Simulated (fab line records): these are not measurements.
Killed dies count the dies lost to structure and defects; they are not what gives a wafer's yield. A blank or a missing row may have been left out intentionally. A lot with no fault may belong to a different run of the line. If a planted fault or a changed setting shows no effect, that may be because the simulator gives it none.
Matching of chambers :: flow n5_finfet :: ald_sin-04 running N5_GATE_CUT_ALD_22: 4 sister chambers
The step deposits SiNx, target thk 16 nm, pulse time 1 s, ald cycles 320. 7 wafers are shown with their chamber, then 7 later ones without.

WAFERS PAIRED WITH THEIR CHAMBERS
wafer: L306.4
chamber: 0
heater_power_w (W): 745
precursor_pulse_height_rel: 0.995

wafer: L306.6
chamber: 3
heater_power_w (W): 775
precursor_pulse_height_rel: 1.028

wafer: L307.1
chamber: 0
heater_power_w (W): 724
precursor_pulse_height_rel: 1.026

wafer: L313.5
chamber: 1
heater_power_w (W): 926
precursor_pulse_height_rel: 1.014

wafer: L313.6
chamber: 2
heater_power_w (W): 955
precursor_pulse_height_rel: 1.014

wafer: L314.2
chamber: 2
heater_power_w (W): 924
precursor_pulse_height_rel: 0.958

wafer: L314.4
chamber: 1
heater_power_w (W): 928
precursor_pulse_height_rel: 0.984

WAFERS MISSING THEIR CHAMBER
wafer: L314.5
heater_power_w (W): 894
precursor_pulse_height_rel: 0.992

wafer: L315.1
heater_power_w (W): 729
precursor_pulse_height_rel: 0.973

wafer: L315.4
heater_power_w (W): 897
precursor_pulse_height_rel: 0.980

wafer: L315.6
heater_power_w (W): 793
precursor_pulse_height_rel: 1.016

wafer: L317.1
heater_power_w (W): 914
precursor_pulse_height_rel: 0.991

wafer: L317.2
heater_power_w (W): 750
precursor_pulse_height_rel: 1.018

wafer: L317.3
heater_power_w (W): 789
precursor_pulse_height_rel: 1.010

CHAMBER TAKEN BY EACH
wafer: L314.5
from the rows above: can't be placed: 1 or 2
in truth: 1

wafer: L315.1
from the rows above: 0
in truth: 0

wafer: L315.4
from the rows above: can't be placed: 1 or 2
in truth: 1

wafer: L315.6
from the rows above: 3
in truth: 3

wafer: L317.1
from the rows above: can't be placed: 1 or 2
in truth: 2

wafer: L317.2
from the rows above: can't be placed: 0 or 3
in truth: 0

wafer: L317.3
from the rows above: 3
in truth: 3
Placed correctly: 3 of 7. Unplaceable from these rows: 4, with the true chamber sitting among the candidates in 4. Placed wrongly: 0.
How it was worked out, from the rows above alone: a wafer's distance from a chamber is the root of the sum, over the readings, of the square of ((its reading less the chamber's mean) divided by the reading's scatter). If the next closest chamber is less than 2 further off than the closest, the wafer can't be placed; otherwise it belongs to the closest. For every chamber, the mean is computed from those of its wafers that are shown. The scatter: take each reading less its chamber's mean, square it, sum over the shown wafers, divide by the number of wafers less the number of chambers, and take the root.
